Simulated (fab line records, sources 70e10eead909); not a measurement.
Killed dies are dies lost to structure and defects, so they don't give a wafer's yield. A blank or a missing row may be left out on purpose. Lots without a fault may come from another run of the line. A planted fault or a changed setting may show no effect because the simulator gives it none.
A struck lot beside a sound one | flow nand_harc | 13 steps out of a route of 1302
Sound: wafers L895.1, L895.2, L895.3. Struck: wafers L908.2, L908.3. (L908.6 of the same lot was not struck and is left out.) The cause comes at the end.
At each step with rows: each side's tool, then ch and its chambers, then its first start. Under that, the readings that differ: sound wafers | struck wafers | difference of the means | sigmas: that difference in standard deviations of wafers without a fault.
alike: readings whose means differ by less than 2 such deviations, and words and numbers that are the same on both sides. not compared: withheld readings, readings that some wafer has no value for, bounds like >300 that may hide the same value, and numbers for which the record gives no deviation and whose values overlap.
The two part at a step that has a row with sigmas, a row that says differs or no value, or rows on one side only. Numbers that don't overlap but have no deviation are shown without sigmas and don't part them. A reading that every wafer of one side lacks parts them only if that side has two wafers or more.

NHARC_A_WL_FILL_CVD_03: deposits W, target thk 40 nm, time 279 s.
  sound on cvd_w-01 ch 0,1, day 21 13:04; struck on cvd_w-01 ch 0,1, day 27 18:58
  alike: heater_power_w, mfc_h2_sccm, mfc_wf6_sccm, throttle_valve_pct
  not compared: since_wet_clean_h
NHARC_A_WL_FILL_ETCHBACK_04: etches the open film in NF3, target depth 60 nm, time 120 s.
  sound on rie_metal-03 ch 0,1, day 21 13:26; struck on rie_metal-02 ch 0,1, day 27 19:19
  alike: chamber_pressure_mTorr, drypump_motor_current_A, oes_product_au, run_length_s
  not compared: rf_hours_counter_h
then, 1 step without rows for these wafers: NHARC_A_WL_FILL_ETCHBACK_05 (etches the open film in Cl2/BCl3, target depth 22 nm, time 60 s).
NHARC_A_WL_FILL_STRIP_27: strips in N2/H2, time 20 s.
  sound on plasma_asher-01 ch 0,1, day 21 13:49; struck on plasma_asher-02 ch 1, day 27 19:40
  reading                     | sound       | struck  | difference | sigmas
  drypump_motor_current_A (A) | 5.9 5.7 5.9 | 4.7 4.7 | -1.1       | -2
  alike: heater_power_w
  not compared: rf_hours_counter_h
then, 4 steps without rows for these wafers: NHARC_A_WL_FILL_STRIP_28 (strips in post etch residue remover, time 1200 s); NHARC_A_WL_FILL_PRECLEAN_06 (cleans in DIW, time 300 s); NHARC_A_WL_FILL_SRD_07; NHARC_A_WL_FILL_ANNEAL_08 (time 1800 s).
NHARC_A_WL_FILL_ALD_10: deposits SiO2, target thk 50 nm, pulse time 10 s, ald cycles 500.
  sound on ald_hk-03 ch 0,1,2, day 21 22:14; struck on ald_hk-03 ch 0,1, day 28 01:07
  reading               | sound    | struck | difference | sigmas
  since_wet_clean_h (h) | 95 97 96 | 64 65  | -32        |
  alike: heater_power_w, precursor_pulse_height_rel
NHARC_A_WL_FILL_ETCHBACK_16: etches the open film in C4F8/O2/Ar, target depth 120 nm, time 24 s.
  sound on rie_diel-08 ch 0,1,2; struck on rie_diel-11 ch 0,2
  reading                | sound             | struck      | difference | sigmas
  oes_product_au (a.u.)  | 0.922 0.919 0.920 | 1.001 1.016 | +0.088     | +3
  rf_hours_counter_h (h) | 4.0 4.2 4.3       | 0.6 0.9     | -3.4       |
  alike: chamber_pressure_mTorr, rf_vpp_V, run_length_s
then, 1 step without rows for these wafers: NHARC_A_WL_FILL_STRIP_29 (strips in O2, time 20 s).
NHARC_A_WL_FILL_ETCHBACK_17: etches the open film in Cl2/BCl3, target depth 4 nm, time 26.7 s.
  sound on rie_metal-01 ch 0,1, day 22 03:06; struck on rie_metal-01 ch 0, day 28 05:25
  reading          | sound          | struck    | difference | sigmas
  run_length_s (s) | 47.8 48.8 47.7 | 37.3 37.4 | -10.8      | -23
  alike: chamber_pressure_mTorr, drypump_motor_current_A, oes_product_au
  not compared: rf_hours_counter_h
then, 1 step without rows for these wafers: NHARC_A_WL_FILL_PRECLEAN_18 (cleans in dHF, time 30 s).

WHERE THEY PART
First at NHARC_A_WL_FILL_STRIP_27; last, within this record, at NHARC_A_WL_FILL_ETCHBACK_17.

WHY: what the simulator had put in
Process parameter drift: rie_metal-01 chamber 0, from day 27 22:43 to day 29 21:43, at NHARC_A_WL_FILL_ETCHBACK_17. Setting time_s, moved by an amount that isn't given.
